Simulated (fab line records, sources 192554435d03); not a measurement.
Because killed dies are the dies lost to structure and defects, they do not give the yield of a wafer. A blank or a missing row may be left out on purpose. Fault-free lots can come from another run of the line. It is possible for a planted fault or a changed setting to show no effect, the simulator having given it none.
Split-lot experiment ; flow n5_finfet ; route with 1938 steps; 7 lots, 39 wafers read

THE SPLIT
At N5_BEOL_M6_ILD_DEP_00 (deposits SiCOH lowk from DEMS/porogen, target thk 179.75 nm, time 33.4 s), the setting target_thk_a was moved away from the recipe's 1797.5 angstrom on 9 of the 39 wafers read, by -23.2% to +52.2%. For the rest of the wafers, this setting stayed at what the recipe calls for.

FROM THE SPLIT ON TO THE READING: in between, the file shows 1 step
- N5_BEOL_M6_CURE_74: cures SiCOH lowk, time 240 s

THE READING
M6_ILD_THK in nanometres, read at N5_BEOL_M6_THK_MEAS_01. A value of 154.7 nm with a standard deviation of 2.2 nm is what fault-free wafers of this fab line usually give.

wafer;tool, chamber at the split;target_thk_a as run, angstrom;against the recipe;M6_ILD_THK, nm;against lot-mates on the recipe
L075.1;pecvd-04, 0;1797.5;recipe;151.7;-
L075.3;pecvd-04, 1;1797.5;recipe;155.6;-
L075.6;pecvd-04, 2;1797.5;recipe;153.4;-
L074.1;pecvd-04, 1,2;1797.5;recipe;152.7;-
L074.2;pecvd-04, 0;1797.5;recipe;152.0;-
L074.3;pecvd-04, 2;1797.5;recipe;151.2;-
L074.4;pecvd-04, 1,2;1797.5;recipe;152.8;-
L074.5;pecvd-04, 1;1797.5;recipe;158.7;-
L074.6;pecvd-04, 0;1797.5;recipe;154.6;-
L077.1;pecvd-02, 1;2736;+52.2%;235.8;+80.9
L077.2;pecvd-02, 0;1797.5;recipe;154.4;-
L077.3;pecvd-02, 2;1797.5;recipe;154.0;-
L077.4;pecvd-02, 2;2736;+52.2%;239.3;+84.4
L077.5;pecvd-02, 1;2736;+52.2%;238.4;+83.5
L077.6;pecvd-02, 0;1797.5;recipe;156.2;-
L084.1;pecvd-02, 2;1797.5;recipe;152.0;-
L084.2;pecvd-02, 1;1797.5;recipe;152.1;-
L084.3;pecvd-02, 0;1797.5;recipe;151.6;-
L084.4;pecvd-02, 0;1797.5;recipe;153.9;-
L084.5;pecvd-02, 2;1797.5;recipe;155.2;-
L084.6;pecvd-02, 1;1797.5;recipe;154.4;-
L087.1;pecvd-04, 1;1797.5;recipe;154.1;-
L087.2;pecvd-04, 2;1797.5;recipe;151.2;-
L087.3;pecvd-04, 0;2151;+19.7%;184.3;+30.0
L087.4;pecvd-04, 2;2151;+19.7%;184.4;+30.1
L087.5;pecvd-04, 0;2151;+19.7%;187.6;+33.3
L087.6;pecvd-04, 1;1797.5;recipe;157.7;-
L090.1;pecvd-02, 2,1;1797.5;recipe;152.4;-
L090.2;pecvd-02, 0;1797.5;recipe;148.8;-
L090.3;pecvd-02, 2,1;1797.5;recipe;152.5;-
L090.4;pecvd-02, 1;1381;-23.2%;118.1;-33.1
L090.5;pecvd-02, 2;1381;-23.2%;118.6;-32.6
L090.6;pecvd-02, 0;1381;-23.2%;115.1;-36.1
L094.1;pecvd-04, 0;1797.5;recipe;151.5;-
L094.2;pecvd-04, 1;1797.5;recipe;153.0;-
L094.3;pecvd-04, 2;1797.5;recipe;150.4;-
L094.4;pecvd-04, 0;1797.5;recipe;154.9;-
L094.5;pecvd-04, 1;1797.5;recipe;156.8;-
L094.6;pecvd-04, 2;1797.5;recipe;152.0;-
If several chambers appear in one row, that row covers several wafers at once and the file leaves open which wafer was in which chamber.

THE FIT
A straight line over all 39 wafers: M6_ILD_THK changes by +1.61 nm for each +1% of target_thk_a; r = +1.00; the points scatter about the line by 2.1 nm.
The same after taking each lot's own level away (the mean of its wafers on the recipe; 39 wafers): +1.57 nm for each +1%; r = +1.00; scatter 2 nm.
On that fit, the largest move of target_thk_a shifts the reading by 82 nm.
Across the lots, their own levels run from 151.23 to 154.87 nm, a range of 1.7 times the standard deviation given above.
Hence the lot-to-lot level has little effect on the slope; both slopes agree.
Check: with one of the wafers moved furthest among these (+52.2%) left out of the fit, the line predicts +82.4 nm for it against its lot-mates. It came out at +80.9 nm against them.

THE WHOLE CHAIN: every reading that the file lists as answering this split, in the file's order
step;what it does;reading;change (the file's fit);r (the file's)
N5_BEOL_M6_ILD_DEP_00;deposits SiCOH lowk from DEMS/porogen, target thk 179.75 nm, time 33.4 s;SiCOH_lowk_of_BEOL_M6_ILD_DEP_00.thk_nm (the simulator's own value, which no gauge read);+1.79 nm for each +1% of the setting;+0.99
N5_BEOL_M6_CURE_74;cures SiCOH lowk, time 240 s;SiCOH_lowk_of_BEOL_M6_ILD_DEP_00.thk_nm (the simulator's own value, which no gauge read);+1.57 nm for each +1% of the setting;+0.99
N5_BEOL_M6_THK_MEAS_01;;M6_ILD_THK;+1.57 for each +1% of the setting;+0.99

FILE'S OWN FIT
M6_ILD_THK changes by +1.57 nm for each +1% of target_thk_a, r = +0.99.
